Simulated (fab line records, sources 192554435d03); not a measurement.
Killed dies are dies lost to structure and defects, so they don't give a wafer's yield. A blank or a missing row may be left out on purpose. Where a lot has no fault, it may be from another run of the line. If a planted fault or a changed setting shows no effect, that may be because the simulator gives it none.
fab line records || flow n5Finfet
record: {"lots": 12, "wafers": 33, "lastDay": 17}
route steps=1938 shown BEOL_M5@1171
lots that met no fault: taken from a fault-free run of the same line
startH: the number of hours between the record's first day and the start of the first shown wafer of the lot || waitH: how many hours have passed since the lot's step before this one || " repeats the value in the row above || L1.1+2: a row that stands for several wafers || - no value, or no start was given || * or withheld: withheld || < > ~ a bound
route shown NAME@n: NAME is a module with steps in the file, n the number in the route of the first one || usual: average and standard deviation across the fault-free wafers || same: alike in all rows || chamber/n: place in a boat || sites: the reading at each site || _std_site: their standard deviation || _edge_site: outer sites' mean less inner sites' || radiusMm: how far each site lies from the wafer's centre || mask NAME#n: copy n || behind: the last tool/chamber to shape the wafer || hold: the reason the lot was held/the length of the hold in hours/how it ended || device: whichever transistor did not switch (one of n, p or np) || end of line: tests run on the same wafers once the route is complete || step lacking rows: just its recipe || killed: the dies lost at the first sort to structure and to defects; this is not the yield of the wafer || map: dies across one wafer; x = killed, . = not, _ = none there
set.NAME: the run value of the setting; set.NAME@STEP: its run value at that earlier step || model.NAME: the simulator's own value behind a step, which no gauge read
route steps across a sampled set of lots; one table per step, one row per wafer
services: when a tool's chamber went out of use (startH, in hours from the record's first day, below 0 if earlier), for how many hours, and the reason
== steps ==
step: N5_BEOL_M5_PRE_CLEAN_45
recipe: {"gas": "H2/He", "timeS": 30, "tempC": 250}
usual: {"heaterPowerW": "335/22", "susceptorTempC": "250.01/0.18"}
{"lot.wafer": "L112.2", "tool": "pvdSputter-01", "chamber": "-", "startH": 176.23, "waitH": 0.0, "heaterPowerW": 365, "susceptorTempC": 250.43}
{"lot.wafer": "L112.3", "tool": "pvdSputter-01", "chamber": "-", "startH": 176.23, "waitH": 0.0, "heaterPowerW": 338, "susceptorTempC": 250.25}
{"lot.wafer": "L112.5", "tool": "pvdSputter-01", "chamber": "-", "startH": 176.23, "waitH": 0.0, "heaterPowerW": 363, "susceptorTempC": 250.04}
{"lot.wafer": "L113.2", "tool": "pvdSputter-01", "chamber": "-", "startH": 182.86, "waitH": 0.0, "heaterPowerW": 334, "susceptorTempC": 250.11}
{"lot.wafer": "L113.4", "tool": "pvdSputter-01", "chamber": "-", "startH": 182.86, "waitH": 0.0, "heaterPowerW": 342, "susceptorTempC": 249.81}
{"lot.wafer": "L113.5", "tool": "pvdSputter-01", "chamber": "-", "startH": 182.86, "waitH": 0.0, "heaterPowerW": 340, "susceptorTempC": 249.88}
{"lot.wafer": "L116.1", "tool": "pvdSputter-02", "chamber": "-", "startH": 201.04, "waitH": 0.0, "heaterPowerW": 341, "susceptorTempC": 249.74}
{"lot.wafer": "L116.2", "tool": "pvdSputter-02", "chamber": "-", "startH": 201.04, "waitH": 0.0, "heaterPowerW": 276, "susceptorTempC": 250.31}
{"lot.wafer": "L116.5", "tool": "pvdSputter-02", "chamber": "-", "startH": 201.04, "waitH": 0.0, "heaterPowerW": 345, "susceptorTempC": 249.83}
{"lot.wafer": "L119.1", "tool": "pvdSputter-02", "chamber": "-", "startH": 226.12, "waitH": 0.0, "heaterPowerW": 334, "susceptorTempC": 250.22}
{"lot.wafer": "L119.4", "tool": "pvdSputter-02", "chamber": "-", "startH": 226.12, "waitH": 0.0, "heaterPowerW": 340, "susceptorTempC": 249.76}
{"lot.wafer": "L119.5", "tool": "pvdSputter-02", "chamber": "-", "startH": 226.12, "waitH": 0.0, "heaterPowerW": 344, "susceptorTempC": 249.90}
{"lot.wafer": "L117.1", "tool": "pvdSputter-03", "chamber": "-", "startH": 228.17, "waitH": 0.0, "heaterPowerW": 326, "susceptorTempC": 250.02}
{"lot.wafer": "L117.5", "tool": "pvdSputter-03", "chamber": "-", "startH": 228.17, "waitH": 0.0, "heaterPowerW": 313, "susceptorTempC": 250.13}
{"lot.wafer": "L117.6", "tool": "pvdSputter-03", "chamber": "-", "startH": 228.17, "waitH": 0.0, "heaterPowerW": 327, "susceptorTempC": 250.04}
{"lot.wafer": "L121.1", "tool": "pvdSputter-01", "chamber": "-", "startH": 235.67, "waitH": 0.0, "heaterPowerW": 371, "susceptorTempC": 250.25}
{"lot.wafer": "L121.2", "tool": "pvdSputter-01", "chamber": "-", "startH": 235.67, "waitH": 0.0, "heaterPowerW": 335, "susceptorTempC": 250.10}
{"lot.wafer": "L121.6", "tool": "pvdSputter-01", "chamber": "-", "startH": 235.67, "waitH": 0.0, "heaterPowerW": 360, "susceptorTempC": 250.00}
{"lot.wafer": "L124.1", "tool": "pvdSputter-03", "chamber": "-", "startH": 250.14, "waitH": 0.0, "heaterPowerW": 320, "susceptorTempC": 249.87}
{"lot.wafer": "L124.2", "tool": "pvdSputter-03", "chamber": "-", "startH": 250.14, "waitH": 0.0, "heaterPowerW": 315, "susceptorTempC": 250.16}
{"lot.wafer": "L124.3", "tool": "pvdSputter-03", "chamber": "-", "startH": 250.14, "waitH": 0.0, "heaterPowerW": 305, "susceptorTempC": 250.06}
{"lot.wafer": "L128.1", "tool": "pvdSputter-01", "chamber": "-", "startH": 271.19, "waitH": 0.0, "heaterPowerW": 365, "susceptorTempC": 250.35}
{"lot.wafer": "L128.2", "tool": "pvdSputter-01", "chamber": "-", "startH": 271.19, "waitH": 0.0, "heaterPowerW": 335, "susceptorTempC": 250.01}
{"lot.wafer": "L128.3", "tool": "pvdSputter-01", "chamber": "-", "startH": 271.19, "waitH": 0.0, "heaterPowerW": 340, "susceptorTempC": 250.25}
{"lot.wafer": "L130.3", "tool": "pvdSputter-03", "chamber": "-", "startH": 277.39, "waitH": 0.0, "heaterPowerW": 330, "susceptorTempC": 249.86}
{"lot.wafer": "L130.4", "tool": "pvdSputter-03", "chamber": "-", "startH": 277.39, "waitH": 0.0, "heaterPowerW": 311, "susceptorTempC": 249.92}
{"lot.wafer": "L127.2", "tool": "pvdSputter-02", "chamber": "-", "startH": 277.71, "waitH": 0.0, "heaterPowerW": 346, "susceptorTempC": 249.89}
{"lot.wafer": "L127.3", "tool": "pvdSputter-02", "chamber": "-", "startH": 277.71, "waitH": 0.0, "heaterPowerW": 276, "susceptorTempC": 250.08}
{"lot.wafer": "L132.1", "tool": "pvdSputter-02", "chamber": "-", "startH": 302.60, "waitH": 0.0, "heaterPowerW": 280, "susceptorTempC": 249.86}
{"lot.wafer": "L132.4", "tool": "pvdSputter-02", "chamber": "-", "startH": 302.60, "waitH": 0.0, "heaterPowerW": 350, "susceptorTempC": 250.04}
{"lot.wafer": "L134.2", "tool": "pvdSputter-01", "chamber": "-", "startH": 310.35, "waitH": 0.0, "heaterPowerW": 333, "susceptorTempC": 250.10}
{"lot.wafer": "L134.3", "tool": "pvdSputter-01", "chamber": "-", "startH": 310.35, "waitH": 0.0, "heaterPowerW": 362, "susceptorTempC": 249.82}
{"lot.wafer": "L134.4", "tool": "pvdSputter-01", "chamber": "-", "startH": 310.35, "waitH": 0.0, "heaterPowerW": 339, "susceptorTempC": 249.82}
step: N5_BEOL_M5_SPUTTER_48
recipe: {"material": "Cu", "targetThkA": 150, "tempC": -20, "chamberPressurePa": 0.07, "powerW": "withheld", "timeS": 27.62}
usual: {"chuckGasFlowSccm": "1.25/0.059", "substrateTempC": "-19.99/0.11", "susceptorTempC": "-19.99/0.099", "throttleValvePct": "30.2/0.87"}
{"lot.wafer": "L112.2", "tool": "pvdSputter-01", "chamber": "-", "startH": 177.01, "waitH": 0.1, "chuckGasFlowSccm": 1.27, "substrateTempC": -19.86, "susceptorTempC": -20.10, "throttleValvePct": 28.7}
{"lot.wafer": "L112.3", "tool": "pvdSputter-01", "chamber": "-", "startH": 177.01, "waitH": 0.1, "chuckGasFlowSccm": 1.12, "substrateTempC": -20.02, "susceptorTempC": -20.09, "throttleValvePct": 29.6}
{"lot.wafer": "L112.5", "tool": "pvdSputter-01", "chamber": "-", "startH": 177.01, "waitH": 0.1, "chuckGasFlowSccm": 1.29, "substrateTempC": -20.10, "susceptorTempC": -20.15, "throttleValvePct": 29.7}
{"lot.wafer": "L113.2", "tool": "pvdSputter-03", "chamber": "-", "startH": 183.96, "waitH": 0.2, "chuckGasFlowSccm": 1.28, "substrateTempC": -20.13, "susceptorTempC": -20.05, "throttleValvePct": 29.6}
{"lot.wafer": "L113.4", "tool": "pvdSputter-03", "chamber": "-", "startH": 183.96, "waitH": 0.2, "chuckGasFlowSccm": 1.25, "substrateTempC": -20.23, "susceptorTempC": -19.99, "throttleValvePct": 29.2}
{"lot.wafer": "L113.5", "tool": "pvdSputter-03", "chamber": "-", "startH": 183.96, "waitH": 0.2, "chuckGasFlowSccm": 1.19, "substrateTempC": -20.06, "susceptorTempC": -19.85, "throttleValvePct": 30.9}
{"lot.wafer": "L116.1", "tool": "pvdSputter-03", "chamber": "-", "startH": 201.71, "waitH": 0.1, "chuckGasFlowSccm": 1.25, "substrateTempC": -19.95, "susceptorTempC": -20.05, "throttleValvePct": 29.1}
{"lot.wafer": "L116.2", "tool": "pvdSputter-03", "chamber": "-", "startH": 201.71, "waitH": 0.1, "chuckGasFlowSccm": 1.28, "substrateTempC": -19.98, "susceptorTempC": -19.87, "throttleValvePct": 30.7}
{"lot.wafer": "L116.5", "tool": "pvdSputter-03", "chamber": "-", "startH": 201.71, "waitH": 0.1, "chuckGasFlowSccm": 1.21, "substrateTempC": -19.93, "susceptorTempC": -19.90, "throttleValvePct": 30.9}
{"lot.wafer": "L119.1", "tool": "pvdSputter-02", "chamber": "-", "startH": 228.00, "waitH": 1.3, "chuckGasFlowSccm": 1.24, "substrateTempC": -19.98, "susceptorTempC": -19.92, "throttleValvePct": 29.9}
{"lot.wafer": "L119.4", "tool": "pvdSputter-02", "chamber": "-", "startH": 228.00, "waitH": 1.3, "chuckGasFlowSccm": 1.20, "substrateTempC": -20.01, "susceptorTempC": -19.92, "throttleValvePct": 31.7}
{"lot.wafer": "L119.5", "tool": "pvdSputter-02", "chamber": "-", "startH": 228.00, "waitH": 1.3, "chuckGasFlowSccm": 1.20, "substrateTempC": -19.78, "susceptorTempC": -19.89, "throttleValvePct": 29.7}
{"lot.wafer": "L117.1", "tool": "pvdSputter-01", "chamber": "-", "startH": 228.83, "waitH": 0.1, "chuckGasFlowSccm": 1.23, "substrateTempC": -20.04, "susceptorTempC": -19.96, "throttleValvePct": 29.8}
{"lot.wafer": "L117.5", "tool": "pvdSputter-01", "chamber": "-", "startH": 228.83, "waitH": 0.1, "chuckGasFlowSccm": 1.17, "substrateTempC": -19.88, "susceptorTempC": -19.84, "throttleValvePct": 28.6}
{"lot.wafer": "L117.6", "tool": "pvdSputter-01", "chamber": "-", "startH": 228.83, "waitH": 0.1, "chuckGasFlowSccm": 1.25, "substrateTempC": -19.97, "susceptorTempC": -19.98, "throttleValvePct": 30.6}
{"lot.wafer": "L121.1", "tool": "pvdSputter-02", "chamber": "-", "startH": 236.29, "waitH": 0.1, "chuckGasFlowSccm": 1.29, "substrateTempC": -19.93, "susceptorTempC": -20.07, "throttleValvePct": 29.9}
{"lot.wafer": "L121.2", "tool": "pvdSputter-02", "chamber": "-", "startH": 236.29, "waitH": 0.1, "chuckGasFlowSccm": 1.21, "substrateTempC": -19.85, "susceptorTempC": -19.90, "throttleValvePct": 31.0}
{"lot.wafer": "L121.6", "tool": "pvdSputter-02", "chamber": "-", "startH": 236.29, "waitH": 0.1, "chuckGasFlowSccm": 1.17, "substrateTempC": -19.91, "susceptorTempC": -20.01, "throttleValvePct": 30.1}
{"lot.wafer": "L124.1", "tool": "pvdSputter-03", "chamber": "-", "startH": 251.55, "waitH": 0.3, "chuckGasFlowSccm": 1.35, "substrateTempC": -19.79, "susceptorTempC": -19.90, "throttleValvePct": 29.8}
{"lot.wafer": "L124.2", "tool": "pvdSputter-03", "chamber": "-", "startH": 251.55, "waitH": 0.3, "chuckGasFlowSccm": 1.26, "substrateTempC": -19.98, "susceptorTempC": -20.03, "throttleValvePct": 30.7}
{"lot.wafer": "L124.3", "tool": "pvdSputter-03", "chamber": "-", "startH": 251.55, "waitH": 0.3, "chuckGasFlowSccm": 1.27, "substrateTempC": -19.95, "susceptorTempC": -19.91, "throttleValvePct": 29.0}
{"lot.wafer": "L128.1", "tool": "pvdSputter-02", "chamber": "-", "startH": 271.97, "waitH": 0.2, "chuckGasFlowSccm": 1.16, "substrateTempC": -20.04, "susceptorTempC": -20.12, "throttleValvePct": 30.5}
{"lot.wafer": "L128.2", "tool": "pvdSputter-02", "chamber": "-", "startH": 271.97, "waitH": 0.2, "chuckGasFlowSccm": 1.19, "substrateTempC": -19.93, "susceptorTempC": -19.99, "throttleValvePct": 29.8}
{"lot.wafer": "L128.3", "tool": "pvdSputter-02", "chamber": "-", "startH": 271.97, "waitH": 0.2, "chuckGasFlowSccm": 1.20, "substrateTempC": -19.95, "susceptorTempC": -19.97, "throttleValvePct": 31.5}
{"lot.wafer": "L130.3", "tool": "pvdSputter-02", "chamber": "-", "startH": 278.41, "waitH": 0.3, "chuckGasFlowSccm": 1.17, "substrateTempC": -19.73, "susceptorTempC": -19.85, "throttleValvePct": 29.7}
{"lot.wafer": "L130.4", "tool": "pvdSputter-02", "chamber": "-", "startH": 278.41, "waitH": 0.3, "chuckGasFlowSccm": 1.26, "substrateTempC": -20.16, "susceptorTempC": -20.07, "throttleValvePct": 31.7}
{"lot.wafer": "L127.2", "tool": "pvdSputter-03", "chamber": "-", "startH": 279.47, "waitH": 1.2, "chuckGasFlowSccm": 1.29, "substrateTempC": -20.08, "susceptorTempC": -20.15, "throttleValvePct": 31.7}
{"lot.wafer": "L127.3", "tool": "pvdSputter-03", "chamber": "-", "startH": 279.47, "waitH": 1.2, "chuckGasFlowSccm": 1.22, "substrateTempC": -19.81, "susceptorTempC": -19.94, "throttleValvePct": 29.1}
{"lot.wafer": "L132.1", "tool": "pvdSputter-02", "chamber": "-", "startH": 303.25, "waitH": 0.1, "chuckGasFlowSccm": 1.40, "substrateTempC": -19.96, "susceptorTempC": -20.18, "throttleValvePct": 29.7}
{"lot.wafer": "L132.4", "tool": "pvdSputter-02", "chamber": "-", "startH": 303.25, "waitH": 0.1, "chuckGasFlowSccm": 1.26, "substrateTempC": -19.98, "susceptorTempC": -20.04, "throttleValvePct": 31.5}
{"lot.wafer": "L134.2", "tool": "pvdSputter-02", "chamber": "-", "startH": 311.03, "waitH": 0.2, "chuckGasFlowSccm": 1.26, "substrateTempC": -20.11, "susceptorTempC": -19.80, "throttleValvePct": 30.9}
{"lot.wafer": "L134.3", "tool": "pvdSputter-02", "chamber": "-", "startH": 311.03, "waitH": 0.2, "chuckGasFlowSccm": 1.31, "substrateTempC": -19.89, "susceptorTempC": -20.05, "throttleValvePct": 29.9}
{"lot.wafer": "L134.4", "tool": "pvdSputter-02", "chamber": "-", "startH": 311.03, "waitH": 0.2, "chuckGasFlowSccm": 1.23, "substrateTempC": -19.98, "susceptorTempC": -20.04, "throttleValvePct": 31.4}
step: N5_BEOL_M5_ANNEAL_49
recipe: {"tempC": 400, "timeS": 1800, "ambient": "vacuum"}
usual: {"heaterPowerW": "819/60", "susceptorTempC": "400.00/0.23"}
{"lot.wafer": "L112.2", "tool": "pvdSputter-01", "chamber": "-", "startH": 177.09, "waitH": 0.0, "heaterPowerW": 866, "susceptorTempC": 399.79}
{"lot.wafer": "L112.3", "tool": "pvdSputter-01", "chamber": "-", "startH": 177.09, "waitH": 0.0, "heaterPowerW": 849, "susceptorTempC": 400.15}
{"lot.wafer": "L112.5", "tool": "pvdSputter-01", "chamber": "-", "startH": 177.09, "waitH": 0.0, "heaterPowerW": 841, "susceptorTempC": 399.86}
{"lot.wafer": "L113.2", "tool": "pvdSputter-03", "chamber": "-", "startH": 184.04, "waitH": 0.0, "heaterPowerW": 767, "susceptorTempC": 400.08}
{"lot.wafer": "L113.4", "tool": "pvdSputter-03", "chamber": "-", "startH": 184.04, "waitH": 0.0, "heaterPowerW": 785, "susceptorTempC": 400.22}
{"lot.wafer": "L113.5", "tool": "pvdSputter-03", "chamber": "-", "startH": 184.04, "waitH": 0.0, "heaterPowerW": 809, "susceptorTempC": 400.23}
{"lot.wafer": "L116.1", "tool": "pvdSputter-03", "chamber": "-", "startH": 201.79, "waitH": 0.0, "heaterPowerW": 777, "susceptorTempC": 400.31}
{"lot.wafer": "L116.2", "tool": "pvdSputter-03", "chamber": "-", "startH": 201.79, "waitH": 0.0, "heaterPowerW": 839, "susceptorTempC": 400.02}
{"lot.wafer": "L116.5", "tool": "pvdSputter-03", "chamber": "-", "startH": 201.79, "waitH": 0.0, "heaterPowerW": 824, "susceptorTempC": 400.37}
{"lot.wafer": "L119.1", "tool": "pvdSputter-02", "chamber": "-", "startH": 228.08, "waitH": 0.0, "heaterPowerW": 851, "susceptorTempC": 400.20}
{"lot.wafer": "L119.4", "tool": "pvdSputter-02", "chamber": "-", "startH": 228.08, "waitH": 0.0, "heaterPowerW": 891, "susceptorTempC": 399.77}
{"lot.wafer": "L119.5", "tool": "pvdSputter-02", "chamber": "-", "startH": 228.08, "waitH": 0.0, "heaterPowerW": 692, "susceptorTempC": 399.79}
{"lot.wafer": "L117.1", "tool": "pvdSputter-01", "chamber": "-", "startH": 228.91, "waitH": 0.0, "heaterPowerW": 846, "susceptorTempC": 399.95}
{"lot.wafer": "L117.5", "tool": "pvdSputter-01", "chamber": "-", "startH": 228.91, "waitH": 0.0, "heaterPowerW": 838, "susceptorTempC": 400.00}
{"lot.wafer": "L117.6", "tool": "pvdSputter-01", "chamber": "-", "startH": 228.91, "waitH": 0.0, "heaterPowerW": 879, "susceptorTempC": 399.69}
{"lot.wafer": "L121.1", "tool": "pvdSputter-02", "chamber": "-", "startH": 236.37, "waitH": 0.0, "heaterPowerW": 843, "susceptorTempC": 399.96}
{"lot.wafer": "L121.2", "tool": "pvdSputter-02", "chamber": "-", "startH": 236.37, "waitH": 0.0, "heaterPowerW": 879, "susceptorTempC": 400.02}
{"lot.wafer": "L121.6", "tool": "pvdSputter-02", "chamber": "-", "startH": 236.37, "waitH": 0.0, "heaterPowerW": 864, "susceptorTempC": 399.86}
{"lot.wafer": "L124.1", "tool": "pvdSputter-03", "chamber": "-", "startH": 251.63, "waitH": 0.0, "heaterPowerW": 764, "susceptorTempC": 399.96}
{"lot.wafer": "L124.2", "tool": "pvdSputter-03", "chamber": "-", "startH": 251.63, "waitH": 0.0, "heaterPowerW": 829, "susceptorTempC": 399.87}
{"lot.wafer": "L124.3", "tool": "pvdSputter-03", "chamber": "-", "startH": 251.63, "waitH": 0.0, "heaterPowerW": 802, "susceptorTempC": 399.64}
{"lot.wafer": "L128.1", "tool": "pvdSputter-02", "chamber": "-", "startH": 272.05, "waitH": 0.0, "heaterPowerW": 871, "susceptorTempC": 399.99}
{"lot.wafer": "L128.2", "tool": "pvdSputter-02", "chamber": "-", "startH": 272.05, "waitH": 0.0, "heaterPowerW": 676, "susceptorTempC": 400.18}
{"lot.wafer": "L128.3", "tool": "pvdSputter-02", "chamber": "-", "startH": 272.05, "waitH": 0.0, "heaterPowerW": 846, "susceptorTempC": 399.96}
{"lot.wafer": "L130.3", "tool": "pvdSputter-02", "chamber": "-", "startH": 278.49, "waitH": 0.0, "heaterPowerW": 830, "susceptorTempC": 399.92}
{"lot.wafer": "L130.4", "tool": "pvdSputter-02", "chamber": "-", "startH": 278.49, "waitH": 0.0, "heaterPowerW": 848, "susceptorTempC": 399.94}
{"lot.wafer": "L127.2", "tool": "pvdSputter-03", "chamber": "-", "startH": 279.55, "waitH": 0.0, "heaterPowerW": 781, "susceptorTempC": 399.85}
{"lot.wafer": "L127.3", "tool": "pvdSputter-03", "chamber": "-", "startH": 279.55, "waitH": 0.0, "heaterPowerW": 799, "susceptorTempC": 399.87}
{"lot.wafer": "L132.1", "tool": "pvdSputter-02", "chamber": "-", "startH": 303.33, "waitH": 0.0, "heaterPowerW": 683, "susceptorTempC": 399.83}
{"lot.wafer": "L132.4", "tool": "pvdSputter-02", "chamber": "-", "startH": 303.33, "waitH": 0.0, "heaterPowerW": 851, "susceptorTempC": 400.15}
{"lot.wafer": "L134.2", "tool": "pvdSputter-02", "chamber": "-", "startH": 311.11, "waitH": 0.0, "heaterPowerW": 882, "susceptorTempC": 400.13}
{"lot.wafer": "L134.3", "tool": "pvdSputter-02", "chamber": "-", "startH": 311.11, "waitH": 0.0, "heaterPowerW": 682, "susceptorTempC": 399.71}
{"lot.wafer": "L134.4", "tool": "pvdSputter-02", "chamber": "-", "startH": 311.11, "waitH": 0.0, "heaterPowerW": 861, "susceptorTempC": 399.92}
step: N5_BEOL_M5_CO_CAP_78
recipe: {"material": "Co", "targetThkA": 20, "tempC": 200, "precursor": "CCTBA/H2", "pressureTorr": 30, "timeS": 102.1}
usual: {"heaterPowerOuterW": "128/17", "heaterPowerW": "242/28", "runLengthS": "125.1/0.53", "susceptorTempC": "200.00/0.16"}
{"lot.wafer": "L112.2", "tool": "cvdCo-01", "chamber": 0, "startH": 182.23, "waitH": 0.0, "heaterPowerOuterW": 142, "heaterPowerW": 247, "runLengthS": 125.2, "susceptorTempC": 199.89}
{"lot.wafer": "L112.3", "tool": "cvdCo-01", "chamber": 2, "startH": 182.23, "waitH": 0.0, "heaterPowerOuterW": 117, "heaterPowerW": 207, "runLengthS": 125.3, "susceptorTempC": 200.22}
{"lot.wafer": "L112.5", "tool": "cvdCo-01", "chamber": 2, "startH": 182.23, "waitH": 0.0, "heaterPowerOuterW": 117, "heaterPowerW": 211, "runLengthS": 125.9, "susceptorTempC": 200.12}
{"lot.wafer": "L113.2", "tool": "cvdCo-01", "chamber": 1, "startH": 189.18, "waitH": 0.0, "heaterPowerOuterW": 122, "heaterPowerW": 234, "runLengthS": 125.4, "susceptorTempC": 200.06}
{"lot.wafer": "L113.4", "tool": "cvdCo-01", "chamber": 2, "startH": 189.18, "waitH": 0.0, "heaterPowerOuterW": 117, "heaterPowerW": 209, "runLengthS": 125.2, "susceptorTempC": 200.10}
{"lot.wafer": "L113.5", "tool": "cvdCo-01", "chamber": 0, "startH": 189.18, "waitH": 0.0, "heaterPowerOuterW": 138, "heaterPowerW": 245, "runLengthS": 124.7, "susceptorTempC": 199.90}
{"lot.wafer": "L116.1", "tool": "cvdCo-01", "chamber": 2, "startH": 206.93, "waitH": 0.0, "heaterPowerOuterW": 117, "heaterPowerW": 211, "runLengthS": 125.4, "susceptorTempC": 200.09}
{"lot.wafer": "L116.2", "tool": "cvdCo-01", "chamber": 1, "startH": 206.93, "waitH": 0.0, "heaterPowerOuterW": 120, "heaterPowerW": 241, "runLengthS": 125.2, "susceptorTempC": 199.86}
{"lot.wafer": "L116.5", "tool": "cvdCo-01", "chamber": 2, "startH": 206.93, "waitH": 0.0, "heaterPowerOuterW": 119, "heaterPowerW": 202, "runLengthS": 125.4, "susceptorTempC": 199.97}
{"lot.wafer": "L119.1", "tool": "cvdCo-01", "chamber": 2, "startH": 233.22, "waitH": 0.0, "heaterPowerOuterW": 116, "heaterPowerW": 208, "runLengthS": 125.5, "susceptorTempC": 199.85}
{"lot.wafer": "L119.4", "tool": "cvdCo-01", "chamber": 2, "startH": 233.22, "waitH": 0.0, "heaterPowerOuterW": 116, "heaterPowerW": 215, "runLengthS": 125.7, "susceptorTempC": 199.79}
{"lot.wafer": "L119.5", "tool": "cvdCo-01", "chamber": 0, "startH": 233.22, "waitH": 0.0, "heaterPowerOuterW": 140, "heaterPowerW": 252, "runLengthS": 125.7, "susceptorTempC": 199.95}
{"lot.wafer": "L117.1", "tool": "cvdCo-02", "chamber": 2, "startH": 234.93, "waitH": 0.0, "heaterPowerOuterW": 166, "heaterPowerW": 298, "runLengthS": 125.7, "susceptorTempC": 199.95}
{"lot.wafer": "L117.5", "tool": "cvdCo-02", "chamber": 0, "startH": 234.93, "waitH": 0.0, "heaterPowerOuterW": 108, "heaterPowerW": 222, "runLengthS": 124.7, "susceptorTempC": 199.67}
{"lot.wafer": "L117.6", "tool": "cvdCo-02", "chamber": 2, "startH": 234.93, "waitH": 0.0, "heaterPowerOuterW": 166, "heaterPowerW": 297, "runLengthS": 125.6, "susceptorTempC": 199.94}
{"lot.wafer": "L121.1", "tool": "cvdCo-01", "chamber": 1, "startH": 241.53, "waitH": 0.0, "heaterPowerOuterW": 122, "heaterPowerW": 233, "runLengthS": 125.3, "susceptorTempC": 199.69}
{"lot.wafer": "L121.2", "tool": "cvdCo-01", "chamber": 0, "startH": 241.53, "waitH": 0.0, "heaterPowerOuterW": 138, "heaterPowerW": 245, "runLengthS": 125.2, "susceptorTempC": 200.07}
{"lot.wafer": "L121.6", "tool": "cvdCo-01", "chamber": 1, "startH": 241.53, "waitH": 0.0, "heaterPowerOuterW": 122, "heaterPowerW": 237, "runLengthS": 124.9, "susceptorTempC": 199.84}
{"lot.wafer": "L124.1", "tool": "cvdCo-02", "chamber": 0, "startH": 256.79, "waitH": 0.0, "heaterPowerOuterW": 110, "heaterPowerW": 219, "runLengthS": 124.7, "susceptorTempC": 200.05}
{"lot.wafer": "L124.2", "tool": "cvdCo-02", "chamber": 2, "startH": 256.79, "waitH": 0.0, "heaterPowerOuterW": 168, "heaterPowerW": 303, "runLengthS": 125.3, "susceptorTempC": 200.18}
{"lot.wafer": "L124.3", "tool": "cvdCo-02", "chamber": 1, "startH": 256.79, "waitH": 0.0, "heaterPowerOuterW": 125, "heaterPowerW": 257, "runLengthS": 124.0, "susceptorTempC": 199.75}
{"lot.wafer": "L128.1", "tool": "cvdCo-01", "chamber": 0, "startH": 277.27, "waitH": 0.0, "heaterPowerOuterW": 139, "heaterPowerW": 254, "runLengthS": 125.4, "susceptorTempC": 200.11}
{"lot.wafer": "L128.2", "tool": "cvdCo-01", "chamber": 2, "startH": 277.27, "waitH": 0.0, "heaterPowerOuterW": 117, "heaterPowerW": 207, "runLengthS": 125.3, "susceptorTempC": 200.05}
{"lot.wafer": "L128.3", "tool": "cvdCo-01", "chamber": 1, "startH": 277.27, "waitH": 0.0, "heaterPowerOuterW": 120, "heaterPowerW": 237, "runLengthS": 125.2, "susceptorTempC": 199.90}
{"lot.wafer": "L130.3", "tool": "cvdCo-02", "chamber": 1, "startH": 283.63, "waitH": 0.0, "heaterPowerOuterW": 123, "heaterPowerW": 253, "runLengthS": 184.1, "susceptorTempC": 200.11}
{"lot.wafer": "L130.4", "tool": "cvdCo-02", "chamber": 0, "startH": 283.63, "waitH": 0.0, "heaterPowerOuterW": 107, "heaterPowerW": 218, "runLengthS": 184.1, "susceptorTempC": 200.05}
{"lot.wafer": "L127.2", "tool": "cvdCo-02", "chamber": 1, "startH": 284.69, "waitH": 0.0, "heaterPowerOuterW": 124, "heaterPowerW": 254, "runLengthS": 124.6, "susceptorTempC": 199.98}
{"lot.wafer": "L127.3", "tool": "cvdCo-02", "chamber": 0, "startH": 284.69, "waitH": 0.0, "heaterPowerOuterW": 105, "heaterPowerW": 220, "runLengthS": 184.5, "susceptorTempC": 200.01}
{"lot.wafer": "L132.1", "tool": "cvdCo-02", "chamber": 2, "startH": 308.75, "waitH": 0.0, "heaterPowerOuterW": 167, "heaterPowerW": 301, "runLengthS": 125.7, "susceptorTempC": 199.91}
{"lot.wafer": "L132.4", "tool": "cvdCo-02", "chamber": 1, "startH": 308.75, "waitH": 0.0, "heaterPowerOuterW": 125, "heaterPowerW": 249, "runLengthS": 183.8, "susceptorTempC": 200.18}
{"lot.wafer": "L134.2", "tool": "cvdCo-01", "chamber": 2, "startH": 316.25, "waitH": 0.0, "heaterPowerOuterW": 115, "heaterPowerW": 206, "runLengthS": 125.2, "susceptorTempC": 200.24}
{"lot.wafer": "L134.3", "tool": "cvdCo-01", "chamber": 0, "startH": 316.25, "waitH": 0.0, "heaterPowerOuterW": 141, "heaterPowerW": 254, "runLengthS": 125.2, "susceptorTempC": 200.16}
{"lot.wafer": "L134.4", "tool": "cvdCo-01", "chamber": 2, "startH": 316.25, "waitH": 0.0, "heaterPowerOuterW": 116, "heaterPowerW": 205, "runLengthS": 125.4, "susceptorTempC": 200.15}
== services ==
{"tool": "cvdCo-02", "chamber": "-", "startH": 241.53, "hours": 13.1, "kind": "repair"}
{"tool": "cvdCo-02", "chamber": "-", "startH": 261.52, "hours": 6.9, "kind": "pm"}
{"tool": "cvdCo-02", "chamber": "-", "startH": 272.38, "hours": 3.9, "kind": "repair"}
== key ==
firstSign: {"step": "N5_BEOL_M5_CO_CAP_78", "reading": "runLengthS", "direction": "up", "sigmas": "99+", "usual": "*", "struck": "*"}
effect none on later readings
metAt N5_BEOL_M5_CO_CAP_78
struckLots L127,L130,L132
struckWafers L127.3,L130.3,L130.4,L132.4
notActingAt N5_BEOL_M5_PRE_CLEAN_45,N5_BEOL_M5_SPUTTER_48,N5_BEOL_M5_ANNEAL_49
onsetBetween 256.79 283.63
fault: {"kind": "processParameterDrift", "tool": "cvdCo-02", "chamber": "-", "onsetH": 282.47, "steps": "N5_BEOL_M5_CO_CAP_78", "channel": "timeS", "offset": "*", "shape": "step", "endH": 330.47, "scope": "struckWafersOnly", "actsIn": "*", "stated": "*"}
